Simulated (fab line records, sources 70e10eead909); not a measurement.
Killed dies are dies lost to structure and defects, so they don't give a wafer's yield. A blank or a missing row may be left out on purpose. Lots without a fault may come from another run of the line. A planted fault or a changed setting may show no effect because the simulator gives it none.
Which tool did it? | flow nand_harc | 6 lots, 17 wafers sampled, at 5 steps of a route of 1302

WHAT THE GAUGES READ, wafer by wafer
NHARC_END_SORT_01.
lot | measured | on | killed_at_array

WHICH TOOL RAN EACH LOT (tool, then ch and the chambers of the sampled wafers, then the start)
lot  | NHARC_A_CHANNEL_HOLE_D2_ETCH_19  | NHARC_A_CHANNEL_HOLE_D2_ETCH_24  | NHARC_A_CHANNEL_FILL_D2_ALD_14   | NHARC_A_CHANNEL_FILL_D2_ALD_15
L636 | har_etch-02 ch 0, day 14 09:17   | har_etch-02 ch 0, day 14 13:32   | ald_hk-01 ch 1,2,3, day 15 01:23 | ald_sin_batch-03 ch 0, no start
L640 | har_etch-02 ch 0,1, day 16 01:38 | har_etch-02 ch 0,1, day 16 03:58 | ald_hk-03 ch 2,3, day 16 14:32   | ald_sin_batch-02 ch 0, no start
L641 | har_etch-01 ch 0,1, day 16 09:15 | har_etch-01 ch 0,1, day 16 11:29 | ald_hk-02 ch 1,2,3, day 16 22:19 | ald_sin_batch-02 ch 0, no start
L650 | har_etch-01 ch 0,1, day 19 22:47 | har_etch-01 ch 0,1, day 20 00:55 | ald_hk-03 ch 0,2, day 20 11:44   | ald_sin_batch-01 ch 0, no start
L655 | har_etch-02 ch 0,1, day 22 13:58 | har_etch-02 ch 0,1, day 22 16:05 | ald_hk-01 ch 0,3, day 23 07:49   | ald_sin_batch-01 ch 0, no start
L657 | har_etch-01 ch 0,1, day 23 10:32 | har_etch-01 ch 0,1, day 23 12:47 | ald_hk-02 ch 1,2, day 23 23:32   | ald_sin_batch-01 ch 0, no start
- NHARC_A_CHANNEL_HOLE_D2_ETCH_19: etches the open film in C4F8/O2/Ar, time 34.5 s.
- NHARC_A_CHANNEL_HOLE_D2_ETCH_24: etches the open film in C4F8/O2/Ar, time 906.2 s, target depth 1500 nm.
- NHARC_A_CHANNEL_FILL_D2_ALD_14: deposits SiO2, target thk 2.5 nm, pulse time 10 s, ald cycles 25.
- NHARC_A_CHANNEL_FILL_D2_ALD_15: deposits SiNx, target thk 2 nm, pulse time 60 s, ald cycles 19.

THE ANSWER, worked out from the rows above alone
Rule: what is usual is taken from the lots themselves. Put in order of their means at a reading, lots are off if they are a third of the lots or fewer, leave a main group of 4 or more, and stand apart from it by a gap of 3 or more times the standard deviation of the main group's means; of several such gaps the widest counts. A main group whose means are all the same, to the digits that the tables above print for the reading, isn't used. A lot without any number at a reading at which 4 lots or more have one is off too. The other lots that the step has rows for count as sound.
No lot is off at any reading shown: from this, nothing can be told.

WHAT THE SIMULATOR HAD PUT IN
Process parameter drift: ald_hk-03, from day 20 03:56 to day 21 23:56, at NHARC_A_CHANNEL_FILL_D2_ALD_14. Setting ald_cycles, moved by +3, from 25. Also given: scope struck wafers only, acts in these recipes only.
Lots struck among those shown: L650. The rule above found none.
